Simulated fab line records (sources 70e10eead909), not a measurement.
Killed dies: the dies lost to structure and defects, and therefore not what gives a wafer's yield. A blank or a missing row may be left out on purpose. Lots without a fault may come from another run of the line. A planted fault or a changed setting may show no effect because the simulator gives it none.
Matching of chambers / flow nand-harc / NHARC_P_M2_ETCH_35 on rie-diel-05 has 4 sister chambers
The step etches the open film in N2/H2, target depth 40 nm, overetch 12 nm, time 43.94 s. 14 wafers are shown with their chamber, then 7 later ones without.

WAFERS PAIRED WITH THEIR CHAMBERS
wafer=L081.2; chamber=3; showerhead-plenum-p-Torr (Torr)=1.90; rf-vpp-V (V)=426; drypump-motor-current-A (A)=5.1
wafer=L081.5; chamber=3; showerhead-plenum-p-Torr (Torr)=1.90; rf-vpp-V (V)=427; drypump-motor-current-A (A)=5.1
wafer=L081.6; chamber=2; showerhead-plenum-p-Torr (Torr)=1.91; rf-vpp-V (V)=427; drypump-motor-current-A (A)=5.9
wafer=L084.1; chamber=3; showerhead-plenum-p-Torr (Torr)=1.90; rf-vpp-V (V)=426; drypump-motor-current-A (A)=5.0
wafer=L084.3; chamber=1; showerhead-plenum-p-Torr (Torr)=2.10; rf-vpp-V (V)=432; drypump-motor-current-A (A)=5.9
wafer=L084.5; chamber=2; showerhead-plenum-p-Torr (Torr)=1.91; rf-vpp-V (V)=427; drypump-motor-current-A (A)=6.0
wafer=L089.1; chamber=0; showerhead-plenum-p-Torr (Torr)=2.19; rf-vpp-V (V)=436; drypump-motor-current-A (A)=5.5
wafer=L089.2; chamber=1; showerhead-plenum-p-Torr (Torr)=2.10; rf-vpp-V (V)=432; drypump-motor-current-A (A)=5.9
wafer=L089.3; chamber=2; showerhead-plenum-p-Torr (Torr)=1.91; rf-vpp-V (V)=427; drypump-motor-current-A (A)=6.0
wafer=L091.3; chamber=2; showerhead-plenum-p-Torr (Torr)=1.91; rf-vpp-V (V)=428; drypump-motor-current-A (A)=6.0
wafer=L091.4; chamber=3; showerhead-plenum-p-Torr (Torr)=1.89; rf-vpp-V (V)=427; drypump-motor-current-A (A)=5.0
wafer=L091.6; chamber=1; showerhead-plenum-p-Torr (Torr)=2.10; rf-vpp-V (V)=432; drypump-motor-current-A (A)=5.9
wafer=L093.3; chamber=2; showerhead-plenum-p-Torr (Torr)=1.91; rf-vpp-V (V)=427; drypump-motor-current-A (A)=6.0
wafer=L093.5; chamber=2; showerhead-plenum-p-Torr (Torr)=1.91; rf-vpp-V (V)=427; drypump-motor-current-A (A)=6.0

SIGNATURES, as means of the wafers listed above
reading=showerhead-plenum-p-Torr; chamber 0=2.1900; chamber 1=2.1000; chamber 2=1.9100; chamber 3=1.8975; scatter within a chamber=0.00274
reading=rf-vpp-V; chamber 0=436.00; chamber 1=432.00; chamber 2=427.17; chamber 3=426.50; scatter within a chamber=0.428
reading=drypump-motor-current-A; chamber 0=5.500; chamber 1=5.900; chamber 2=5.983; chamber 3=5.050; scatter within a chamber=0.0428
Rule: a wafer lies at a distance from a chamber equal to the root of the sum of squares, over the readings, of (its reading less the chamber's mean, divided by the reading's scatter). If the next closest chamber is less than 2 further off than the closest, the wafer can't be placed; otherwise it belongs to the closest. The scatter is the square root of a quotient: the sum, over the shown wafers, of each reading's squared deviation from its chamber's mean, divided by wafers minus chambers.

WAFERS WITH NO CHAMBER GIVEN
wafer=L093.6; showerhead-plenum-p-Torr (Torr)=2.10; rf-vpp-V (V)=433; drypump-motor-current-A (A)=5.9
wafer=L094.4; showerhead-plenum-p-Torr (Torr)=2.18; rf-vpp-V (V)=434; drypump-motor-current-A (A)=5.5
wafer=L094.5; showerhead-plenum-p-Torr (Torr)=1.89; rf-vpp-V (V)=427; drypump-motor-current-A (A)=5.0
wafer=L094.6; showerhead-plenum-p-Torr (Torr)=2.18; rf-vpp-V (V)=435; drypump-motor-current-A (A)=5.5
wafer=L095.1; showerhead-plenum-p-Torr (Torr)=2.10; rf-vpp-V (V)=431; drypump-motor-current-A (A)=5.9
wafer=L095.2; showerhead-plenum-p-Torr (Torr)=2.18; rf-vpp-V (V)=435; drypump-motor-current-A (A)=5.5
wafer=L095.5; showerhead-plenum-p-Torr (Torr)=2.10; rf-vpp-V (V)=433; drypump-motor-current-A (A)=5.9

THE CHAMBER EACH PASSED THROUGH
wafer=L093.6; from the rows above=1; in truth=1
wafer=L094.4; from the rows above=0; in truth=0
wafer=L094.5; from the rows above=3; in truth=3
wafer=L094.6; from the rows above=0; in truth=0
wafer=L095.1; from the rows above=1; in truth=1
wafer=L095.2; from the rows above=0; in truth=0
wafer=L095.5; from the rows above=1; in truth=1
Correct placement for 7 of the 7. Left unplaced by these rows: 0. Placed wrongly: 0.
